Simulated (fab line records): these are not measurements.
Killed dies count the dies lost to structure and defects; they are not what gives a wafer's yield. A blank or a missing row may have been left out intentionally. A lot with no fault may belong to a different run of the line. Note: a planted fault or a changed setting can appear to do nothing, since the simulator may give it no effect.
fab line records ; flow n5Finfet
[record] lots = 8; wafers = 24; lastDay = 19
route steps=1938 shown BEOL_M4@1038 PASSIVATION@1936
lots that met no fault: from a run of the same line without faults
startH: hours from the record's opening day to when the first of the lot's shown wafers began ; waitH: how many hours have passed since the lot's step before this one ; " same as the row above ; L1.1+2: a row that stands for several wafers ; - no value, or no start was given ; * or withheld: withheld ; < > ~ a bound
route shown NAME@n: a module of which the file shows steps, and the number in the route of the first ; usual: mean/standard deviation of fault-free wafers ; same: alike in all rows ; chamber/n: place in a boat ; sites: the reading at each site ; _std_site: standard deviation across them ; _edge_site: outer sites' mean less inner sites' ; radiusMm: for every site, how far away it sits from the centre of the wafer ; mask NAME#n: copy n ; behind: the last tool/chamber to shape the wafer ; hold: reason for holding the lot/hours on hold/outcome of the hold ; device: names the non-switching transistor (n, p or np) ; end of line: tests run on the same wafers once the route is complete ; a step given without rows: its recipe and nothing more ; killed: the dies lost at the first sort to structure and to defects; this is not the yield of the wafer ; map: a wafer's dies, x killed, . not, _ none there
set.NAME: the setting the step ran with; set.NAME@STEP: the setting that earlier step ran with ; model.NAME: the simulator's own value behind a step, which no gauge read
one table for each step of the route and one row for each wafer, over a sample of lots
services: when a tool's chamber went out of use (startH, in hours from the record's first day, below 0 if earlier), for how many hours, and the reason
[[steps]]
[step N5_BEOL_M4_ETCH_74]
[recipe] chemistry = N2/H2; target = underlayer; targetDepthA = 65; maskMaterial = CAR-EUV; timeS = 5.2; ionEnergyEv = 200; pressureMtorr = 30; sourceW = 840; biasW = 150; n2FlowSccm = 200; h2FlowSccm = 200; ends = cleared
[usual] drypumpMotorCurrentA = 5.9/0.5; etchRfOnTimeS = 5.26/0.095; oesProductAu = 0.67/0.08; rfVppV = 523.6/2.9; showerheadPlenumPTorr = 2.53/0.1; throttleValvePct = 17.8/0.35
lot.wafer;tool;chamber;startH;waitH;drypumpMotorCurrentA;etchRfOnTimeS;oesProductAu;rfHoursCounterH;rfVppV;showerheadPlenumPTorr;throttleValvePct
L367.1;rieDiel-03;1;205.56;0.0;5.2;5.30;0.84;1;524.3;2.61;17.5
L367.4;rieDiel-03;3;205.56;0.0;6.5;5.37;0.60;218;524.3;2.63;18.0
L367.5;rieDiel-03;0;205.56;0.0;5.6;5.39;0.58;-;521.4;2.42;18.0
L374.1;rieDiel-01;2;244.79;0.0;6.5;5.26;0.63;174;520.2;2.43;18.4
L374.4;rieDiel-01;2;244.79;0.0;6.6;5.21;0.63;-;521.4;2.43;18.4
L374.6;rieDiel-01;0;244.79;0.0;6.4;5.23;0.61;-;527.0;2.61;18.1
L376.1;rieDiel-01;3;266.33;0.0;5.9;5.06;0.75;68;521.7;2.45;17.3
L376.5;rieDiel-01;0;266.33;0.0;6.4;5.34;0.58;-;524.8;2.60;18.1
L376.6;rieDiel-01;3;266.33;0.0;6.0;5.10;0.74;-;520.2;2.45;17.3
L379.2;rieDiel-04;0;281.28;0.0;6.0;5.22;0.62;174;523.4;2.53;18.4
L379.3;rieDiel-04;1;281.28;0.0;6.4;5.21;0.73;45;526.7;2.60;17.6
L379.6;rieDiel-04;1;281.28;0.0;6.4;5.26;0.72;-;522.6;2.60;17.6
L378.1;rieDiel-04;3;295.38;0.0;5.2;5.23;0.77;17;527.6;2.70;17.3
L378.3;rieDiel-04;2;295.38;0.0;5.6;5.28;0.58;233;519.5;2.40;18.2
L378.6;rieDiel-04;1;295.38;0.0;6.4;5.31;0.71;-;523.9;2.59;17.6
L381.1;rieDiel-03;2;296.45;0.0;5.3;5.19;0.63;169;521.0;2.43;17.6
L381.2;rieDiel-03;0;296.45;0.0;5.6;5.23;0.80;9;528.0;2.73;17.6
L381.6;rieDiel-03;3;296.45;0.0;6.5;5.35;0.58;-;525.0;2.61;18.1
L383.1;rieDiel-04;0;305.44;0.0;6.0;5.24;0.61;186;524.2;2.53;18.4
L383.4;rieDiel-04;3;305.44;0.0;5.2;5.25;0.77;22;528.2;2.70;17.3
L383.6;rieDiel-04;2;305.44;0.0;5.6;5.26;0.58;-;522.1;2.40;18.2
L385.2;rieDiel-04;0;313.18;0.0;6.0;5.26;0.60;189;523.5;2.53;18.4
L385.5;rieDiel-04;0;313.18;0.0;6.0;5.29;0.60;-;523.1;2.53;18.4
L385.6;rieDiel-04;1;313.18;0.0;6.5;5.30;0.70;-;525.8;2.59;17.6
[step N5_BEOL_M4_ETCH_64]
[recipe] chemistry = N2/H2; target = SOC; targetDepthA = 750; overetchA = 225; maskMaterial = SiARC; tempC = 40; timeS = 121.9; ionEnergyEv = 200; pressureMtorr = 30; sourceW = 840; biasW = 150; n2FlowSccm = 200; h2FlowSccm = 200
[usual] drypumpMotorCurrentA = 5.9/0.5; oesProductAu = 0.60/0.069; rfVppV = 523.6/2.9; showerheadPlenumPTorr = 2.53/0.1; tempC = 40.01/0.11; throttleValvePct = 17.8/0.35
lot.wafer;tool;chamber;startH;waitH;drypumpMotorCurrentA;oesProductAu;rfHoursCounterH;rfVppV;showerheadPlenumPTorr;tempC;throttleValvePct
L367.1;rieDiel-03;1;205.60;0.0;5.2;0.75;1;524.2;2.61;40.17;17.4
L367.4;rieDiel-03;3;205.60;0.0;6.5;0.54;218;525.8;2.63;39.84;18.0
L367.5;rieDiel-03;0;205.60;0.0;5.6;0.52;-;521.0;2.42;40.01;18.0
L374.1;rieDiel-01;2;244.83;0.0;6.5;0.57;174;520.1;2.43;40.01;18.3
L374.4;rieDiel-01;2;244.83;0.0;6.6;0.57;-;521.4;2.43;40.08;18.3
L374.6;rieDiel-01;0;244.83;0.0;6.4;0.53;-;526.4;2.61;40.05;18.1
L376.1;rieDiel-01;3;266.37;0.0;6.0;0.66;68;522.6;2.45;39.94;17.2
L376.5;rieDiel-01;0;266.37;0.0;6.4;0.53;-;527.0;2.60;39.90;18.1
L376.6;rieDiel-01;3;266.37;0.0;6.0;0.66;-;521.9;2.45;40.05;17.2
L379.2;rieDiel-04;0;281.33;0.0;6.0;0.55;174;525.4;2.53;40.04;18.3
L379.3;rieDiel-04;1;281.33;0.0;6.4;0.65;45;524.4;2.59;40.02;17.6
L379.6;rieDiel-04;1;281.33;0.0;6.4;0.65;-;524.9;2.59;40.05;17.6
L378.1;rieDiel-04;3;295.43;0.0;5.2;0.69;17;529.0;2.70;40.13;17.2
L378.3;rieDiel-04;2;295.43;0.0;5.6;0.53;233;518.8;2.40;39.95;18.1
L378.6;rieDiel-04;1;295.43;0.0;6.4;0.64;-;524.6;2.59;40.09;17.6
L381.1;rieDiel-03;2;296.50;0.0;5.3;0.56;169;519.0;2.43;40.05;17.6
L381.2;rieDiel-03;0;296.50;0.0;5.7;0.72;9;530.3;2.73;40.18;17.6
L381.6;rieDiel-03;3;296.50;0.0;6.5;0.53;-;524.5;2.61;39.99;18.0
L383.1;rieDiel-04;0;305.48;0.0;6.0;0.54;186;523.1;2.53;40.04;18.3
L383.4;rieDiel-04;3;305.48;0.0;5.2;0.69;22;528.8;2.70;40.19;17.2
L383.6;rieDiel-04;2;305.48;0.0;5.6;0.52;-;518.6;2.40;39.83;18.1
L385.2;rieDiel-04;0;313.22;0.0;6.0;0.55;189;521.3;2.53;39.99;18.3
L385.5;rieDiel-04;0;313.22;0.0;6.0;0.55;-;524.8;2.53;40.17;18.3
L385.6;rieDiel-04;1;313.22;0.0;6.4;0.63;-;525.9;2.59;40.23;17.6
[step N5_BEOL_M4_INSPECT_30]
[recipe] mode = adi; inspectInstrument = brightfield
[usual] rawDefectCount = 412/100
lot.wafer;tool;chamber;startH;waitH;rawDefectCount
L367.1;defectInspect-02;-;206.51;0.1;427
L367.4;defectInspect-02;-;206.51;0.1;445
L367.5;defectInspect-02;-;206.51;0.1;383
L374.1;defectInspect-01;-;245.99;0.1;1761
L374.4;defectInspect-01;-;245.99;0.1;1817
L374.6;defectInspect-01;-;245.99;0.1;1614
L376.1;defectInspect-01;-;267.37;0.1;1623
L376.5;defectInspect-01;-;267.37;0.1;1725
L376.6;defectInspect-01;-;267.37;0.1;1650
L379.2;defectInspect-02;-;282.21;0.0;545
L379.3;defectInspect-02;-;282.21;0.0;393
L379.6;defectInspect-02;-;282.21;0.0;731
L378.1;defectInspect-01;-;296.33;0.1;425
L378.3;defectInspect-01;-;296.33;0.1;587
L378.6;defectInspect-01;-;296.33;0.1;386
L381.1;defectInspect-01;-;297.28;0.1;383
L381.2;defectInspect-01;-;297.28;0.1;378
L381.6;defectInspect-01;-;297.28;0.1;386
L383.1;defectInspect-01;-;306.24;0.1;415
L383.4;defectInspect-01;-;306.24;0.1;346
L383.6;defectInspect-01;-;306.24;0.1;397
L385.2;defectInspect-01;-;314.20;0.0;423
L385.5;defectInspect-01;-;314.20;0.0;328
L385.6;defectInspect-01;-;314.20;0.0;335
[step N5_BEOL_M4_DESCUM_33]
[recipe] chemistry = O2; timeS = 7; sourcePowerW = 50; biasPowerW = 20; pressureMtorr = 20; rfFrequencyHz = 2.712e+07; tempC = 40; resist = CAR-EUV; o2FlowSccm = 225
[usual] drypumpMotorCurrentA = 5.9/0.48; oesProductAu = 0.79/0.099; rfVppV = 243.1/1.5; showerheadPlenumPTorr = 2.09/0.076; tempC = 39.99/0.11; throttleValvePct = 20.4/0.37
lot.wafer;tool;chamber;startH;waitH;drypumpMotorCurrentA;oesProductAu;rfHoursCounterH;rfVppV;showerheadPlenumPTorr;tempC;throttleValvePct
L367.1;rieDiel-01;0;206.54;0.0;6.4;0.70;201;243.6;2.15;39.88;20.7
L367.4;rieDiel-01;0;206.54;0.0;6.4;0.70;-;243.4;2.15;39.92;20.7
L367.5;rieDiel-01;0;206.54;0.0;6.4;0.70;-;242.8;2.15;40.01;20.7
L374.1;rieDiel-01;3;246.03;0.0;6.0;0.89;59;242.6;2.05;39.92;20.1
L374.4;rieDiel-01;3;246.03;0.0;5.9;0.90;-;242.3;2.05;39.84;20.1
L374.6;rieDiel-01;2;246.03;0.0;6.6;0.73;-;243.6;2.02;40.06;21.0
L376.1;rieDiel-03;1;267.40;0.0;5.2;0.90;25;243.8;2.14;40.08;20.0
L376.5;rieDiel-03;0;267.40;0.0;5.7;0.98;-;244.9;2.25;40.05;20.2
L376.6;rieDiel-03;1;267.40;0.0;5.2;0.90;-;243.5;2.14;40.00;20.0
L379.2;rieDiel-03;3;282.25;0.0;6.5;0.68;245;244.9;2.15;40.20;20.6
L379.3;rieDiel-03;0;282.25;0.0;5.6;0.95;8;244.4;2.25;40.06;20.2
L379.6;rieDiel-03;2;282.25;0.0;5.3;0.73;-;242.7;2.01;39.97;20.2
L378.1;rieDiel-01;2;296.36;0.0;6.5;0.73;191;240.8;2.01;40.07;21.0
L378.3;rieDiel-01;0;296.36;0.0;6.4;0.68;236;244.2;2.14;39.91;20.7
L378.6;rieDiel-01;3;296.36;0.0;6.0;0.86;-;243.0;2.04;39.77;20.1
L381.1;rieDiel-01;1;297.33;0.0;5.7;0.85;66;243.1;2.03;40.06;20.5
L381.2;rieDiel-01;3;297.33;0.0;6.0;0.87;79;242.2;2.04;39.98;20.1
L381.6;rieDiel-01;2;297.33;0.0;6.6;0.72;-;241.6;2.01;40.13;21.0
L383.1;rieDiel-04;2;306.28;0.0;5.6;0.68;235;241.0;2.00;40.02;20.9
L383.4;rieDiel-04;0;306.28;0.0;6.0;0.71;186;242.6;2.09;39.90;21.0
L383.6;rieDiel-04;0;306.28;0.0;6.0;0.71;-;242.9;2.09;39.84;21.0
L385.2;rieDiel-04;3;314.50;0.3;5.2;0.89;25;243.7;2.23;40.02;20.0
L385.5;rieDiel-04;1;314.50;0.3;6.4;0.85;-;244.0;2.12;40.09;20.1
L385.6;rieDiel-04;0;314.50;0.3;6.0;0.71;-;243.1;2.09;40.14;21.0
[step N5_BEOL_M4_VIA_ETCH_34]
[recipe] chemistry = C4F6/O2; targetDepthA = 694; maskMaterial = SOC; pressureMtorr = 15; ionEnergyEv = 250; taperDeg = 4; timeS = 65.9; sourceW = 350; biasW = 170; Ar_flow_sccm = 300; C4F6_flow_sccm = 10; O2_flow_sccm = 10
[usual] drypumpMotorCurrentA = 5.9/0.48; oesProductAu = 0.80/0.095; rfVppV = 669/10; showerheadPlenumPTorr = 2.83/0.11; throttleValvePct = 30.7/0.35
lot.wafer;tool;chamber;startH;waitH;drypumpMotorCurrentA;oesProductAu;rfHoursCounterH;rfVppV;showerheadPlenumPTorr;throttleValvePct
L367.1;rieDiel-03;2;234.68;0.0;5.3;0.76;145;670;2.74;30.3
L367.4;rieDiel-03;3;234.68;0.0;6.5;0.70;225;664;2.90;30.7
L367.5;rieDiel-03;0;234.68;0.0;5.7;0.66;-;665;2.69;30.8
L374.1;rieDiel-03;0;272.51;0.0;5.7;0.97;4;677;3.03;30.6
L374.4;rieDiel-03;3;272.51;0.0;6.5;0.68;242;661;2.90;30.8
L374.6;rieDiel-03;1;272.51;0.0;5.2;0.90;-;669;2.90;30.4
L376.1;rieDiel-01;3;303.27;0.0;6.0;0.86;81;664;2.77;30.5
L376.5;rieDiel-01;1;303.27;0.0;5.8;0.84;-;670;2.74;30.6
L376.6;rieDiel-01;2;303.27;0.0;6.5;0.72;-;663;2.70;31.1
L379.2;rieDiel-03;1;308.77;0.0;5.2;0.87;38;668;2.89;30.4
L379.3;rieDiel-03;2;308.77;0.0;5.3;0.73;173;670;2.73;30.3
L379.6;rieDiel-03;1;308.77;0.0;5.2;0.88;-;669;2.89;30.4
L378.1;rieDiel-01;0;312.36;0.0;6.4;0.67;241;652;2.92;31.3
L378.3;rieDiel-01;3;312.36;0.0;5.9;0.85;85;663;2.77;30.5
L378.6;rieDiel-01;3;312.36;0.0;6.0;0.86;-;663;2.77;30.5
L381.1;rieDiel-03;1;323.29;0.0;5.2;0.87;44;669;2.89;30.4
L381.2;rieDiel-03;2;323.29;0.0;5.3;0.72;179;669;2.72;30.3
L381.6;rieDiel-03;1;323.29;0.0;5.2;0.86;-;668;2.89;30.4
L383.1;rieDiel-01;0;331.08;0.0;6.5;0.67;249;651;2.92;31.2
L383.4;rieDiel-01;2;331.08;0.0;6.6;0.71;204;663;2.70;31.1
L383.6;rieDiel-01;1;331.08;0.0;5.8;0.83;-;671;2.74;30.7
L385.2;rieDiel-04;0;339.53;0.0;6.0;0.70;200;662;2.83;31.3
L385.5;rieDiel-04;1;339.53;0.0;6.4;0.81;-;682;2.89;30.6
L385.6;rieDiel-04;0;339.53;0.0;6.0;0.69;-;661;2.82;31.3
[step N5_BEOL_M4_RC_MEAS_101]
[usual] DIBL_N = 35.8/1.7; DIBL_P = 35.3/2; IOFF_N = 0.150/0.026; IOFF_P = 0.194/0.029; ION_N = 667/11; ION_P = 456/7.1; SS_N = 71.4/0.65; SS_P = 73.1/0.64; VT_N = 251/3; VT_P = -252/3.2
lot.wafer;tool;chamber;startH;waitH;DIBL_N[mV/V];DIBL_P[mV/V];IOFF_N[nA/um];IOFF_P[nA/um];ION_N[uA/um];ION_P[uA/um];SS_N[mV/dec];SS_P[mV/dec];VT_N[mV];VT_P[mV]
L367.1;prober-02;0;239.13;0.0;36.3;39.2;0.181;0.208;679;459;71.7;73.6;248;-252
L367.4;prober-02;0;239.13;0.0;35.5;38.0;0.148;0.189;659;453;72.0;73.9;249;-253
L367.5;prober-02;0;239.13;0.0;35.1;37.0;0.158;0.186;675;458;71.8;72.7;252;-253
L374.1;prober-02;0;276.82;0.0;33.9;32.9;0.124;0.169;660;451;71.0;72.6;254;-252
L374.4;prober-02;0;276.82;0.0;35.7;34.6;0.149;0.199;673;465;70.5;72.7;252;-251
L374.6;prober-02;0;276.82;0.0;36.5;34.1;0.156;0.182;665;450;70.8;72.6;251;-254
L376.1;prober-02;0;307.71;0.4;36.6;34.3;0.161;0.192;668;456;72.1;74.2;251;-252
L376.5;prober-02;0;307.71;0.4;35.7;35.7;0.151;0.210;677;458;72.2;73.4;249;-251
L376.6;prober-02;0;307.71;0.4;35.0;32.6;0.134;0.162;659;449;71.6;72.8;253;-255
L379.2;prober-02;0;313.86;0.2;36.2;37.5;0.165;0.234;667;458;71.4;74.2;244;-247
L379.3;prober-02;0;313.86;0.2;37.0;36.5;0.162;0.206;678;464;71.6;73.9;249;-249
L379.6;prober-02;0;313.86;0.2;35.2;35.8;0.137;0.201;659;459;71.2;73.3;250;-250
L378.1;prober-01;0;317.67;0.0;38.3;35.3;0.186;0.213;669;456;72.2;73.8;247;-252
L378.3;prober-01;0;317.67;0.0;36.9;34.6;0.161;0.204;677;466;71.9;73.9;249;-251
L378.6;prober-01;0;317.67;0.0;37.8;34.8;0.171;0.199;688;464;72.1;73.1;248;-250
L381.1;prober-01;0;327.92;0.2;38.3;35.3;0.174;0.187;662;449;72.7;73.4;247;-253
L381.2;prober-01;0;327.92;0.2;34.6;32.8;0.125;0.152;664;457;70.5;71.7;250;-254
L381.6;prober-01;0;327.92;0.2;37.8;36.3;0.165;0.194;672;459;71.2;72.6;249;-252
L383.1;prober-01;0;335.82;0.0;36.1;35.1;0.165;0.231;666;467;71.9;72.7;245;-246
L383.4;prober-01;0;335.82;0.0;38.2;36.6;0.209;0.262;691;470;71.8;73.3;243;-244
L383.6;prober-01;0;335.82;0.0;34.3;31.9;0.121;0.186;652;458;70.9;72.6;251;-251
L385.2;prober-01;0;344.32;0.2;34.3;34.8;0.117;0.170;668;463;70.9;73.4;255;-253
L385.5;prober-01;0;344.32;0.2;36.6;37.6;0.153;0.217;666;458;71.9;73.2;253;-251
L385.6;prober-01;0;344.32;0.2;34.5;35.9;0.129;0.184;674;463;71.3;73.1;252;-253
[step N5_PASSIVATION_PROBE_49]
[usual] defectLimitedYield = 91.5/1.4; killed_at_M0_to_M3 = 34/11; killed_at_M4_up = 15/6; killedAtContacts = 11/5.9; killedAtFrontEnd = 37/11; killedAtOther = 3.6/2.9; killedDies = 101/17; killedOpen = 66/12; killedShort = 33/7.8; sort_bin_5_function = 5.0/0.97; sort_bin_6_memory = 3.2/0.65; sortNPass = 1079/17; sortYieldPct = 91.4/1.4
[same] grossDies = 1180; killedAtBackSide = 0; sort_bin_4_leakage[%] = 0; sort_bin_8_speed[%] = 0
lot.wafer;tool;chamber;startH;waitH;defectLimitedYield[%];killed_at_M0_to_M3;killed_at_M4_up;killedAtContacts;killedAtFrontEnd;killedAtOther;killedDies;killedOpen;killedShort;sort_bin_5_function[%];sort_bin_6_memory[%];sortNPass;sortYieldPct[%]
L374.1;prober-01;-;375.87;0.0;80.7;35;156;3;32;2;228;42;37;11.8;3.7;952;80.7
L374.4;prober-01;-;376.02;0.2;80.4;21;159;7;41;3;231;58;20;11.3;4.4;949;80.4
L374.6;prober-01;-;376.12;0.3;85.3;29;97;4;42;1;173;52;34;9.1;2.5;1007;85.3
L376.1;prober-01;-;414.83;0.0;81.4;20;160;11;22;6;219;50;17;9.9;4.1;961;81.4
L376.5;prober-01;-;415.03;0.2;85.4;22;99;10;38;3;172;62;27;9.2;3.0;1008;85.4
L376.6;prober-01;-;415.08;0.3;79.2;33;173;9;24;6;245;70;22;12.3;3.8;935;79.2
// killed by level:class
L374.1 BEOL_M4:unspecified=148 BEOL_M0_SAQP:geometricParticle:short=10 GATE_CUT:geometricParticle:short=8 BEOL_M3:geometricParticle:open=8 FIN_SAQP:geometricParticle:short=5 STI_FIN_REVEAL:geometricParticle:open=5 BEOL_M1:geometricParticle:open=4 FIN_SAQP:geometricParticle:open=3
L374.4 BEOL_M4:unspecified=152 STI_FIN_REVEAL:geometricParticle:open=12 MOL_CONTACT_COAG:geometricParticle:open=7 BEOL_M3:geometricParticle:open=6 GATE_CUT:geometricParticle:short=6 STARTING-WAFER:geometricParticle:open=5 FIN_SAQP:geometricParticle:open=4 DUMMY_GATE:geometricParticle:open=4
L374.6 BEOL_M4:unspecified=87 STI_FIN_REVEAL:geometricParticle:open=10 GATE_CUT:geometricParticle:short=7 BEOL_M2:geometricParticle:short=7 BEOL_M3:geometricParticle:open=7 FIN_SAQP:geometricParticle:open=6 DUMMY_GATE:geometricParticle:open=5 ILD0:geometricParticle:short=5
L376.1 BEOL_M4:unspecified=149 MOL_CONTACT_COAG:geometricParticle:open=10 BEOL_M3:geometricParticle:open=7 DUMMY_GATE:geometricParticle:open=6 STARTING-WAFER:geometricParticle:short=4 BEOL_M2:geometricParticle:open=4 STI_FIN_REVEAL:geometricParticle:open=3 BEOL_M0_SAQP:geometricParticle:short=3
L376.5 BEOL_M4:unspecified=83 FIN_SAQP:geometricParticle:short=9 DUMMY_GATE:geometricParticle:open=9 STI_FIN_REVEAL:geometricParticle:open=8 MOL_CONTACT_COAG:geometricParticle:open=7 BEOL_M0_SAQP:geometricParticle:open=5 BEOL_M2:geometricParticle:open=4 BEOL_M3:geometricParticle:open=4
L376.6 BEOL_M4:unspecified=153 MOL_CONTACT_COAG:geometricParticle:open=9 BEOL_M3:geometricParticle:open=9 BEOL_M4:geometricParticle:open=8 BEOL_M0_SAQP:geometricParticle:open=7 BEOL_M0_SAQP:geometricParticle:short=6 BEOL_M2:geometricParticle:open=6 DUMMY_GATE:geometricParticle:open=5
[[services]]
tool;chamber;startH;hours;kind
rieDiel-03;1;182.04;-;clean
rieDiel-03;1;182.04;-;consumableReplace:focusRing
rieDiel-03;1;182.04;21.0;scheduledDown
rieDiel-03;1;182.04;21.0;ventCycle
rieDiel-01;2;196.01;16.2;repair
rieDiel-04;3;217.41;-;clean
rieDiel-04;3;217.41;-;consumableReplace:focusRing
rieDiel-04;3;217.41;-;consumableReplace:showerhead
rieDiel-04;3;217.41;30.8;scheduledDown
rieDiel-04;3;217.41;30.8;ventCycle
rieDiel-01;0;236.26;2.0;repair
rieDiel-03;0;237.96;-;clean
rieDiel-03;0;237.96;-;consumableReplace:focusRing
rieDiel-03;0;237.96;-;consumableReplace:showerhead
rieDiel-03;0;237.96;22.2;scheduledDown
rieDiel-03;0;237.96;22.2;ventCycle
rieDiel-01;1;242.72;9.3;repair
rieDiel-03;1;252.93;10.3;repair
rieDiel-04;2;296.24;7.2;repair
rieDiel-03;3;303.59;-;clean
rieDiel-01;0;335.79;-;clean
rieDiel-01;0;335.79;-;consumableReplace:focusRing
rieDiel-01;0;335.79;19.3;scheduledDown
rieDiel-01;0;335.79;19.3;ventCycle
[[key]]
[firstSign] step = N5_BEOL_M4_INSPECT_30; reading = rawDefectCount; direction = up; sigmas = 13; usual = 412; struck = 1698
[effect] step = N5_PASSIVATION_PROBE_49; reading = killed_at_M4_up; direction = up; sigmas = 21; usual = 15; struck = 141
[moreKillsBornAt] N5_BEOL_M4_ETCH_64@rieDiel-01 = 772
metAt N5_BEOL_M4_ETCH_64
struckLots L374,L376
notActingAt N5_BEOL_M4_ETCH_74,N5_BEOL_M4_DESCUM_33,N5_BEOL_M4_VIA_ETCH_34
[fault] kind = chamberParticleSource; tool = rieDiel-01; chamber = -; onsetH = 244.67; steps = N5_BEOL_M4_ETCH_64; ratePerVisitCm2 = 1.9301; endH = 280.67
